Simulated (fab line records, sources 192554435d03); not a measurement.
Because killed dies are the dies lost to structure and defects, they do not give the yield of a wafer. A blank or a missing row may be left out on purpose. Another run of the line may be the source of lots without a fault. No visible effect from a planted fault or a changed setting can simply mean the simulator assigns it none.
Which of the tools did it? ; flow n5-finfet ; route of 1938 steps, sampled at 1 step: 7 lots, 17 wafers

WHAT EACH GAUGE READ, for each wafer
N5_BEOL_M8_OCD_MEAS_38.
lot;measured;on;trench-depth-nm (nm)
L331;day 10 23:31;ocd-02;94.1 94.6
L332;day 11 06:26;ocd-01;94.4 93.8
L334;day 11 18:52;ocd-02;95.0 95.5 90.5
L337;day 12 14:18;ocd-02;91.0 91.0 95.6
L339;day 13 00:40;ocd-01;94.8 94.5 94.8
L340;day 14 06:14;ocd-01;94.2 95.5
L347;day 15 13:46;ocd-01;97.4 96.7

EACH LOT AND THE TOOL THAT RAN IT (in order: tool; ch and the chambers of the sampled wafers; start)
The record shows no process step preceding these readings.

THE ANSWER, worked out from the rows above alone
Rule: usual is defined by the lots themselves. Put in order of their means at a reading, lots are off if they are a third of the lots or fewer, leave a main group of 4 or more, and stand apart from it by a gap of 3 or more times the standard deviation of the main group's means; of several such gaps the widest counts. A main group whose means are all the same, to the digits that the tables above print for the reading, isn't used. A lot without any number at a reading at which 4 lots or more have one is off too. All remaining lots with rows at the step are treated as sound.
None of the lots is off at any reading shown; this tells nothing.

WHAT THE SIMULATOR HAD PUT IN
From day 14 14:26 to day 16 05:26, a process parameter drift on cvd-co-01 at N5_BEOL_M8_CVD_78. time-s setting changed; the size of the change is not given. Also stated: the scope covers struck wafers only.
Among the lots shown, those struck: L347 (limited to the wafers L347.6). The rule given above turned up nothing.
